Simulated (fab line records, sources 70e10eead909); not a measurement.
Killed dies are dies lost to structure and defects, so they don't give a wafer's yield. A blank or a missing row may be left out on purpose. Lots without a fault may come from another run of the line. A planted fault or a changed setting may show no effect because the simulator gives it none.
Which tool did it? | flow nand_harc | 24 lots, 72 wafers sampled, at 6 steps of a route of 1302

WHAT THE GAUGES READ, wafer by wafer
The record holds no reading of a measuring or inspecting step that can be judged against a usual standard deviation.

WHICH TOOL RAN EACH LOT (tool, then ch and the chambers of the sampled wafers, then the start)
lot  | NHARC_A_STAIRCASE_ETCH_17                     | NHARC_A_STAIRCASE_TRIM_20          | NHARC_A_STAIRCASE_ETCH_203     | NHARC_A_STAIRCASE_ETCH_227     | NHARC_A_STAIRCASE_TRIM_235     | NHARC_A_STAIRCASE_ETCH_236
L074 | rie_diel-09 ch 0,1,3, day 15 07:00 or earlier | rie_diel-05 ch 0,1,3, day 15 07:00 | rie_diel-11 ch 2,3, no start   | rie_diel-11 ch 1,2,3, no start | rie_diel-11 ch 1,3, no start   | rie_diel-11 ch 2,3, no start
L075 | rie_diel-09 ch 0,1,2, day 16 00:55 or earlier | rie_diel-09 ch 0,1, day 16 00:55   | rie_diel-11 ch 2,3, no start   | rie_diel-09 ch 2,3, no start   | rie_diel-09 ch 1,2,3, no start | rie_diel-09 ch 2,3, no start
L076 | rie_diel-05 ch 0,3, day 16 01:47 or earlier   | rie_diel-05 ch 0,2, day 16 01:47   | rie_diel-09 ch 0,3, no start   | rie_diel-11 ch 1,3, no start   | rie_diel-11 ch 1,2,3, no start | rie_diel-11 ch 1,2,3, no start
L077 | rie_diel-11 ch 2,3, day 16 23:01 or earlier   | rie_diel-09 ch 0,1,2, day 16 23:01 | rie_diel-05 ch 0,2,3, no start | rie_diel-05 ch 1,2,3, no start | rie_diel-05 ch 0,1,2, no start | rie_diel-05 ch 0,2,3, no start
L078 | rie_diel-09 ch 0,1,2, day 16 23:02 or earlier | rie_diel-05 ch 2,3, day 16 23:02   | rie_diel-11 ch 1,2, no start   | rie_diel-05 ch 0,2, no start   | rie_diel-05 ch 0,2,3, no start | rie_diel-05 ch 0,1,2, no start
L079 | rie_diel-09 ch 0,1, day 17 23:10 or earlier   | rie_diel-09 ch 1,2, day 17 23:10   | rie_diel-09 ch 0,1, no start   | rie_diel-09 ch 0,1, no start   | rie_diel-09 ch 0,3, no start   | rie_diel-09 ch 0,2,3, no start
L080 | rie_diel-05 ch 2,3, day 18 10:45 or earlier   | rie_diel-05 ch 0,3, day 18 10:45   | rie_diel-09 ch 0,2, no start   | rie_diel-05 ch 2,3, no start   | rie_diel-05 ch 1,2,3, no start | rie_diel-05 ch 0,1,3, no start
L081 | rie_diel-05 ch 1,3, day 19 03:33 or earlier   | rie_diel-11 ch 1,2,3, day 19 03:33 | rie_diel-05 ch 0,1,3, no start | rie_diel-11 ch 1,2, no start   | rie_diel-09 ch 0,2,3, no start | rie_diel-09 ch 1,3, no start
L082 | rie_diel-09 ch 0,1, day 19 09:59 or earlier   | rie_diel-05 ch 1,2, day 19 09:59   | rie_diel-09 ch 0,3, no start   | rie_diel-11 ch 2,3, no start   | rie_diel-05 ch 0,1,3, no start | rie_diel-05 ch 1,2, no start
L084 | rie_diel-09 ch 0,2,3, day 20 07:16 or earlier | rie_diel-09 ch 0,2,3, day 20 07:16 | rie_diel-11 ch 0,1,3, no start | rie_diel-09 ch 1,2,3, no start | rie_diel-05 ch 0,1,2, no start | rie_diel-05 ch 1,2,3, no start
L083 | rie_diel-11 ch 0,2, day 20 07:32 or earlier   | rie_diel-11 ch 0,2,3, day 20 07:32 | rie_diel-09 ch 0,1,3, no start | rie_diel-05 ch 0,1,3, no start | rie_diel-11 ch 0,1,3, no start | rie_diel-11 ch 1,2,3, no start
L085 | rie_diel-05 ch 0,2,3, day 20 13:08 or earlier | rie_diel-09 ch 1,2,3, day 20 13:08 | rie_diel-11 ch 0,2,3, no start | rie_diel-09 ch 1,3, no start   | rie_diel-09 ch 1,2, no start   | rie_diel-09 ch 1,2, no start
L087 | rie_diel-05 ch 1,2, day 20 20:08 or earlier   | rie_diel-05 ch 0,2,3, day 20 20:08 | rie_diel-11 ch 2,3, no start   | rie_diel-05 ch 1,2,3, no start | rie_diel-05 ch 0,1,2, no start | rie_diel-05 ch 0,3, no start
L086 | rie_diel-09 ch 1,2, day 20 20:19 or earlier   | rie_diel-05 ch 0,1,2, day 20 20:19 | rie_diel-05 ch 0,2,3, no start | rie_diel-11 ch 2,3, no start   | rie_diel-11 ch 1,3, no start   | rie_diel-11 ch 1,3, no start
L088 | rie_diel-11 ch 1,3, day 21 18:18 or earlier   | rie_diel-11 ch 0,2, day 21 18:18   | rie_diel-05 ch 0,3, no start   | rie_diel-11 ch 0,3, no start   | rie_diel-11 ch 0,3, no start   | rie_diel-11 ch 1,2, no start
L090 | rie_diel-11 ch 0,2,3, day 21 22:17 or earlier | rie_diel-11 ch 1,3, day 21 22:17   | rie_diel-05 ch 0,2, no start   | rie_diel-05 ch 2,3, no start   | rie_diel-05 ch 0,3, no start   | rie_diel-05 ch 1,3, no start
L089 | rie_diel-05 ch 0,2,3, day 21 22:44 or earlier | rie_diel-11 ch 1,2,3, day 21 22:44 | rie_diel-05 ch 0,1,3, no start | rie_diel-09 ch 0,1,2, no start | rie_diel-09 ch 0,3, no start   | rie_diel-09 ch 0,2, no start
L091 | rie_diel-11 ch 0,1,3, day 22 23:53 or earlier | rie_diel-09 ch 1,2,3, day 22 23:53 | rie_diel-05 ch 0,2,3, no start | rie_diel-09 ch 0,1,3, no start | rie_diel-09 ch 0,1,2, no start | rie_diel-09 ch 0,1,3, no start
L092 | rie_diel-11 ch 1,2,3, day 23 05:17 or earlier | rie_diel-05 ch 0,1,3, day 23 05:17 | rie_diel-09 ch 1,2,3, no start | rie_diel-05 ch 0,1,2, no start | rie_diel-11 ch 1,2,3, no start | rie_diel-11 ch 0,2,3, no start
L094 | rie_diel-09 ch 0,1,3, day 23 18:13 or earlier | rie_diel-09 ch 0,3, day 23 18:13   | rie_diel-05 ch 0,2,3, no start | rie_diel-11 ch 1,2,3, no start | rie_diel-11 ch 0,1,2, no start | rie_diel-11 ch 1,2, no start
L093 | rie_diel-09 ch 0,1,3, day 23 18:19 or earlier | rie_diel-09 ch 1,2,3, day 23 18:19 | rie_diel-09 ch 1,2,3, no start | rie_diel-09 ch 1,2,3, no start | rie_diel-11 ch 0,2,3, no start | rie_diel-11 ch 1,2,3, no start
L096 | rie_diel-11 ch 1,2, day 24 11:53 or earlier   | rie_diel-05 ch 0,1,3, day 24 11:53 | rie_diel-11 ch 0,1,3, no start | rie_diel-11 ch 1,3, no start   | rie_diel-09 ch 1,3, no start   | rie_diel-09 ch 1,2, no start
L095 | rie_diel-09 ch 1,2,3, day 24 12:25 or earlier | rie_diel-11 ch 0,1,2, day 24 12:25 | rie_diel-11 ch 0,2,3, no start | rie_diel-09 ch 0,2,3, no start | rie_diel-09 ch 1,2,3, no start | rie_diel-09 ch 0,2,3, no start
L097 | rie_diel-11 ch 0,1,3, day 25 12:59 or earlier | rie_diel-09 ch 0,1,3, day 25 12:59 | rie_diel-11 ch 0,1,2, no start | rie_diel-11 ch 0,1,2, no start | rie_diel-05 ch 0,2,3, no start | rie_diel-05 ch 0,1,3, no start
- NHARC_A_STAIRCASE_ETCH_17: etches the open film in C4F8/O2, target depth 100 nm, time 40.5 s.
- NHARC_A_STAIRCASE_TRIM_20: chemistry O2, time 211.2 s.
- NHARC_A_STAIRCASE_ETCH_203: etches the open film in C4F8/O2, target depth 100 nm, time 40.5 s.
- NHARC_A_STAIRCASE_ETCH_227: etches the open film in C4F8/O2, target depth 100 nm, time 40.5 s.
- NHARC_A_STAIRCASE_TRIM_235: chemistry O2, time 211.2 s.
- NHARC_A_STAIRCASE_ETCH_236: etches the open film in C4F8/O2, target depth 100 nm, time 40.5 s.

WHAT THE TOOLS THEMSELVES READ (means of the sampled wafers that have a number; where no wafer has one, the mark that the record gives instead)
NHARC_A_STAIRCASE_ETCH_17.
lot  | tool        | oes_product_au (a.u.) | rf_vpp_V (V)
L074 | rie_diel-09 | 0.926                 | 891
L075 | rie_diel-09 | 0.939                 | 895
L076 | rie_diel-05 | 0.929                 | 893
L077 | rie_diel-11 | 0.923                 | 892
L078 | rie_diel-09 | 0.939                 | 895
L079 | rie_diel-09 | 0.948                 | 895
L080 | rie_diel-05 | 0.944                 | 897
L081 | rie_diel-05 | 0.939                 | 892
L082 | rie_diel-09 | 0.942                 | 895
L084 | rie_diel-09 | 0.943                 | 890
L083 | rie_diel-11 | 0.944                 | 893
L085 | rie_diel-05 | 0.939                 | 894
L087 | rie_diel-05 | 0.948                 | 895
L086 | rie_diel-09 | 0.941                 | 899
L088 | rie_diel-11 | 0.949                 | 891
L090 | rie_diel-11 | 0.935                 | 895
L089 | rie_diel-05 | 0.942                 | 894
L091 | rie_diel-11 | 0.938                 | 890
L092 | rie_diel-11 | 0.939                 | 896
L094 | rie_diel-09 | 0.941                 | 903
L093 | rie_diel-09 | 0.934                 | 903
L096 | rie_diel-11 | 0.948                 | 900
L095 | rie_diel-09 | 0.946                 | 901
L097 | rie_diel-11 | 0.944                 | 889

NHARC_A_STAIRCASE_TRIM_20.
lot  | tool        | drypump_motor_current_A (A) | oes_product_au (a.u.) | rf_vpp_V (V) | showerhead_plenum_p_Torr (Torr) | throttle_valve_pct (%)
L074 | rie_diel-05 | 5.81                        | 0.987                 | 57.4         | 3.43                            | 17.032
L075 | rie_diel-09 | 5.35                        | 1.000                 | 57.0         | 3.40                            | 17.034
L076 | rie_diel-05 | 5.90                        | 0.995                 | 57.7         | 3.52                            | 17.039
L077 | rie_diel-09 | 5.53                        | 0.994                 | 57.6         | 3.51                            | 17.036
L078 | rie_diel-05 | 6.05                        | 1.000                 | 57.4         | 3.58                            | 17.033
L079 | rie_diel-09 | 5.72                        | 0.994                 | 57.9         | 3.61                            | 17.031
L080 | rie_diel-05 | 5.74                        | 1.001                 | 57.1         | 3.42                            | 17.042
L081 | rie_diel-11 | 5.75                        | 1.000                 | 57.9         | 3.36                            | 17.041
L082 | rie_diel-05 | 5.96                        | 1.002                 | 57.4         | 3.51                            | 17.032
L084 | rie_diel-09 | 5.51                        | 0.991                 | 57.7         | 3.38                            | 17.042
L083 | rie_diel-11 | 5.91                        | 0.997                 | 57.9         | 3.53                            | 17.036
L085 | rie_diel-09 | 5.55                        | 0.996                 | 57.5         | 3.49                            | 17.038
L087 | rie_diel-05 | 5.90                        | 1.002                 | 58.1         | 3.50                            | 17.041
L086 | rie_diel-05 | 5.82                        | 0.995                 | 56.7         | 3.42                            | 17.026
L088 | rie_diel-11 | 6.03                        | 0.999                 | 57.6         | 3.64                            | 17.027
L090 | rie_diel-11 | 5.63                        | 0.986                 | 56.8         | 3.42                            | 17.034
L089 | rie_diel-11 | 5.74                        | 1.003                 | 57.7         | 3.53                            | 17.033
L091 | rie_diel-09 | 5.55                        | 1.009                 | 58.0         | 3.66                            | 17.025
L092 | rie_diel-05 | 5.82                        | 0.996                 | 56.6         | 3.40                            | 17.039
L094 | rie_diel-09 | 5.32                        | 1.008                 | 58.6         | 3.80                            | 17.031
L093 | rie_diel-09 | 5.54                        | 1.001                 | 58.6         | 3.66                            | 17.038
L096 | rie_diel-05 | 5.81                        | 0.994                 | 58.0         | 3.39                            | 17.034
L095 | rie_diel-11 | 5.83                        | 0.999                 | 56.5         | 3.46                            | 17.035
L097 | rie_diel-09 | 5.36                        | 1.002                 | 58.1         | 3.72                            | 17.045

NHARC_A_STAIRCASE_ETCH_203.
lot  | tool        | oes_product_au (a.u.) | rf_vpp_V (V)
L074 | rie_diel-11 | 0.938                 | 890
L075 | rie_diel-11 | 0.928                 | 889
L076 | rie_diel-09 | 0.946                 | 887
L077 | rie_diel-05 | 0.942                 | 895
L078 | rie_diel-11 | 0.950                 | 889
L079 | rie_diel-09 | 0.934                 | 895
L080 | rie_diel-09 | 0.955                 | 890
L081 | rie_diel-05 | 0.934                 | 892
L082 | rie_diel-09 | 0.960                 | 886
L084 | rie_diel-11 | 0.939                 | 890
L083 | rie_diel-09 | 0.943                 | 890
L085 | rie_diel-11 | 0.938                 | 896
L087 | rie_diel-11 | 0.954                 | 897
L086 | rie_diel-05 | 0.948                 | 895
L088 | rie_diel-05 | 0.933                 | 893
L090 | rie_diel-05 | 0.929                 | 891
L089 | rie_diel-05 | 0.940                 | 891
L091 | rie_diel-05 | 0.948                 | 894
L092 | rie_diel-09 | 0.948                 | 901
L094 | rie_diel-05 | 0.944                 | 894
L093 | rie_diel-09 | 0.943                 | 900
L096 | rie_diel-11 | 0.945                 | 890
L095 | rie_diel-11 | 0.940                 | 894
L097 | rie_diel-11 | 0.944                 | 893

NHARC_A_STAIRCASE_ETCH_227.
lot  | tool        | oes_product_au (a.u.) | rf_vpp_V (V)
L074 | rie_diel-11 | 0.933                 | 890
L075 | rie_diel-09 | 0.931                 | 896
L076 | rie_diel-11 | 0.934                 | 891
L077 | rie_diel-05 | 0.942                 | 895
L078 | rie_diel-05 | 0.942                 | 895
L079 | rie_diel-09 | 0.950                 | 890
L080 | rie_diel-05 | 0.935                 | 898
L081 | rie_diel-11 | 0.943                 | 900
L082 | rie_diel-11 | 0.943                 | 902
L084 | rie_diel-09 | 0.947                 | 895
L083 | rie_diel-05 | 0.945                 | 892
L085 | rie_diel-09 | 0.940                 | 894
L087 | rie_diel-05 | 0.941                 | 895
L086 | rie_diel-11 | 0.951                 | 902
L088 | rie_diel-11 | 0.931                 | 892
L090 | rie_diel-05 | 0.942                 | 897
L089 | rie_diel-09 | 0.942                 | 901
L091 | rie_diel-09 | 0.949                 | 904
L092 | rie_diel-05 | 0.942                 | 891
L094 | rie_diel-11 | 0.948                 | 895
L093 | rie_diel-09 | 0.945                 | 900
L096 | rie_diel-11 | 0.932                 | 891
L095 | rie_diel-09 | 0.928                 | 903
L097 | rie_diel-11 | 0.948                 | 893

NHARC_A_STAIRCASE_TRIM_235.
lot  | tool        | drypump_motor_current_A (A) | oes_product_au (a.u.) | rf_vpp_V (V) | showerhead_plenum_p_Torr (Torr) | throttle_valve_pct (%)
L074 | rie_diel-11 | 5.61                        | 0.978                 | 58.0         | 3.44                            | 17.040
L075 | rie_diel-09 | 5.55                        | 0.999                 | 56.9         | 3.51                            | 17.035
L076 | rie_diel-11 | 5.75                        | 0.997                 | 56.8         | 3.37                            | 17.037
L077 | rie_diel-05 | 5.81                        | 0.998                 | 57.4         | 3.43                            | 17.031
L078 | rie_diel-05 | 5.90                        | 0.997                 | 58.4         | 3.51                            | 17.039
L079 | rie_diel-09 | 5.34                        | 0.998                 | 57.4         | 3.28                            | 17.029
L080 | rie_diel-05 | 5.98                        | 0.997                 | 57.4         | 3.50                            | 17.041
L081 | rie_diel-09 | 5.52                        | 0.994                 | 57.1         | 3.38                            | 17.041
L082 | rie_diel-05 | 5.81                        | 1.007                 | 57.7         | 3.41                            | 17.041
L084 | rie_diel-05 | 5.80                        | 0.997                 | 57.5         | 3.42                            | 17.036
L083 | rie_diel-11 | 5.71                        | 0.993                 | 57.4         | 3.37                            | 17.037
L085 | rie_diel-09 | 5.59                        | 0.996                 | 57.7         | 3.60                            | 17.037
L087 | rie_diel-05 | 5.81                        | 0.999                 | 58.0         | 3.41                            | 17.035
L086 | rie_diel-11 | 5.61                        | 0.992                 | 57.4         | 3.42                            | 17.039
L088 | rie_diel-11 | 5.78                        | 0.992                 | 57.5         | 3.41                            | 17.027
L090 | rie_diel-05 | 5.73                        | 0.993                 | 57.6         | 3.40                            | 17.041
L089 | rie_diel-09 | 5.34                        | 1.006                 | 57.6         | 3.81                            | 17.042
L091 | rie_diel-09 | 5.53                        | 1.000                 | 57.5         | 3.66                            | 17.040
L092 | rie_diel-11 | 5.75                        | 1.009                 | 57.5         | 3.52                            | 17.043
L094 | rie_diel-11 | 5.84                        | 1.008                 | 57.9         | 3.46                            | 17.039
L093 | rie_diel-11 | 5.91                        | 0.996                 | 57.5         | 3.51                            | 17.031
L096 | rie_diel-09 | 5.41                        | 0.994                 | 58.8         | 3.66                            | 17.026
L095 | rie_diel-09 | 5.56                        | 0.994                 | 58.0         | 3.65                            | 17.032
L097 | rie_diel-05 | 5.91                        | 0.992                 | 57.4         | 3.48                            | 17.049

NHARC_A_STAIRCASE_ETCH_236.
lot  | tool        | oes_product_au (a.u.) | rf_vpp_V (V)
L074 | rie_diel-11 | 0.935                 | 890
L075 | rie_diel-09 | 0.948                 | 895
L076 | rie_diel-11 | 0.936                 | 890
L077 | rie_diel-05 | 0.934                 | 895
L078 | rie_diel-05 | 0.940                 | 893
L079 | rie_diel-09 | 0.937                 | 890
L080 | rie_diel-05 | 0.948                 | 892
L081 | rie_diel-09 | 0.933                 | 896
L082 | rie_diel-05 | 0.948                 | 892
L084 | rie_diel-05 | 0.936                 | 894
L083 | rie_diel-11 | 0.944                 | 896
L085 | rie_diel-09 | 0.922                 | 899
L087 | rie_diel-05 | 0.950                 | 893
L086 | rie_diel-11 | 0.960                 | 890
L088 | rie_diel-11 | 0.960                 | 894
L090 | rie_diel-05 | 0.940                 | 891
L089 | rie_diel-09 | 0.943                 | 902
L091 | rie_diel-09 | 0.954                 | 903
L092 | rie_diel-11 | 0.932                 | 895
L094 | rie_diel-11 | 0.955                 | 899
L093 | rie_diel-11 | 0.946                 | 896
L096 | rie_diel-09 | 0.935                 | 897
L095 | rie_diel-09 | 0.949                 | 902
L097 | rie_diel-05 | 0.934                 | 891

THE ANSWER, worked out from the rows above alone
Rule: what is usual is taken from the lots themselves. Put in order of their means at a reading, lots are off if they are a third of the lots or fewer, leave a main group of 4 or more, and stand apart from it by a gap of 3 or more times the standard deviation of the main group's means; of several such gaps the widest counts. A main group whose means are all the same, to the digits that the tables above print for the reading, isn't used. A lot without any number at a reading at which 4 lots or more have one is off too. The other lots that the step has rows for count as sound. The gauges are gone through in route order, then the tools' own readings, and for those a lot's mean is taken as printed above. The first step at which some lot is off is used, and at that step the reading that is off furthest; a lot without a number counts as furthest.
No lot is off at any reading shown: from this, nothing can be told.

WHAT THE SIMULATOR HAD PUT IN
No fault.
